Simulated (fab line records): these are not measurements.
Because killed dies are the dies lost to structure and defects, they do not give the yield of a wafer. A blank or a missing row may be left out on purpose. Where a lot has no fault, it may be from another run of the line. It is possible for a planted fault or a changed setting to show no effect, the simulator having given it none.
Which of the tools did it?    flow nand-harc    Sampling: 11 lots, 33 wafers, 3 of 1302 route steps

== WHAT EACH GAUGE READ, for each wafer ==
NHARC_A_M1_CD_MEAS_09: the cd target is 120 nm.
lot   measured      on         cd-nm (nm)
L992  day 22 19:14  cd-sem-01  120.4 120.5 120.9
L993  day 23 10:13  cd-sem-01  120.2 120.2 120.2
L995  day 24 02:58  cd-sem-02  120.8 120.5 120.5
L997  day 24 04:29  cd-sem-03  120.6 120.2 120.5
L999  day 24 17:46  cd-sem-01  119.4 119.8 119.9
L100  day 26 08:24  cd-sem-02  120.5 121.0 120.4
L103  day 26 21:45  cd-sem-03  120.3 120.2 120.1
L107  day 29 08:34  cd-sem-03  105.4 105.7 105.9 105.8 105.8 106.1
L110  day 29 22:56  cd-sem-01  108.9 109.4 109.2 108.9 109.6 108.7
L113  day 31 01:16  cd-sem-02  119.9 119.0 118.7
L115  day 33 11:08  cd-sem-01  119.8 120.1 119.8

== EACH LOT AND THE TOOL THAT RAN IT (in order: tool; ch and the chambers of the sampled wafers; start) ==
lot   NHARC_A_M0_ETCH_34                  NHARC_A_M1_PEB_07
L992  rie-diel-06 ch 0,1, day 22 15:27    litho-track-01 ch 0, day 22 19:10
L993  rie-diel-12 ch 1,2, day 23 06:28    litho-track-01 ch 0, day 23 10:08
L995  rie-diel-12 ch 0,2,3, day 23 23:10  litho-track-06 ch 0, day 24 02:53
L997  rie-diel-12 ch 0,2, day 24 00:47    litho-track-01 ch 0, day 24 04:25
L999  rie-diel-11 ch 1,2, day 24 13:46    litho-track-06 ch 0, day 24 17:41
L100  rie-diel-11 ch 0,3, day 26 04:37    litho-track-01 ch 0, day 26 08:19
L103  rie-diel-12 ch 0,1, day 26 17:58    litho-track-01 ch 0, day 26 21:40
L107  rie-diel-06 ch 0,3, day 29 04:37    litho-track-06 ch 0, day 29 08:29
L110  rie-diel-12 ch 0,1,2, day 29 19:16  litho-track-06 ch 0, day 29 22:52
L113  rie-diel-06 ch 0,1, day 30 21:25    litho-track-04 ch 0, day 31 01:11
L115  rie-diel-12 ch 0,1,2, day 33 07:29  litho-track-06 ch 0, day 33 11:04
- NHARC_A_M0_ETCH_34: etches the open film in N2/H2, target depth 40 nm, overetch 12 nm, time 43.94 s.
- NHARC_A_M1_PEB_07: peb time 65 s.

== THE ANSWER, worked out from the rows above alone ==
Rule: the lots themselves supply what counts as usual. The widest of any qualifying gaps counts: lots, ordered by their means at a reading, are off when they make up no more than a third of the lots, leave a main group of 4 or more, and stand apart from it by 3 or more times the standard deviation of that group's means. The tables above print the reading to a certain number of digits; a main group whose means all agree to those digits is not used. A lot without any number at a reading at which 4 lots or more have one is off too. Any other lot the step has rows for is counted as sound.
Off at NHARC_A_M1_CD_MEAS_09 (cd-nm): L107, L110. Main group: mean 120.2 nm, sd 0.46.
If a tool, at a process step before that reading, ran all the lots that are off and no sound lot after the first of them, it fits. Gauges at NHARC_A_M1_CD_MEAS_09: tried the same way as those tools. Not one of the candidates tried fits.

== WHAT HAD BEEN PUT IN BY THE SIMULATOR ==
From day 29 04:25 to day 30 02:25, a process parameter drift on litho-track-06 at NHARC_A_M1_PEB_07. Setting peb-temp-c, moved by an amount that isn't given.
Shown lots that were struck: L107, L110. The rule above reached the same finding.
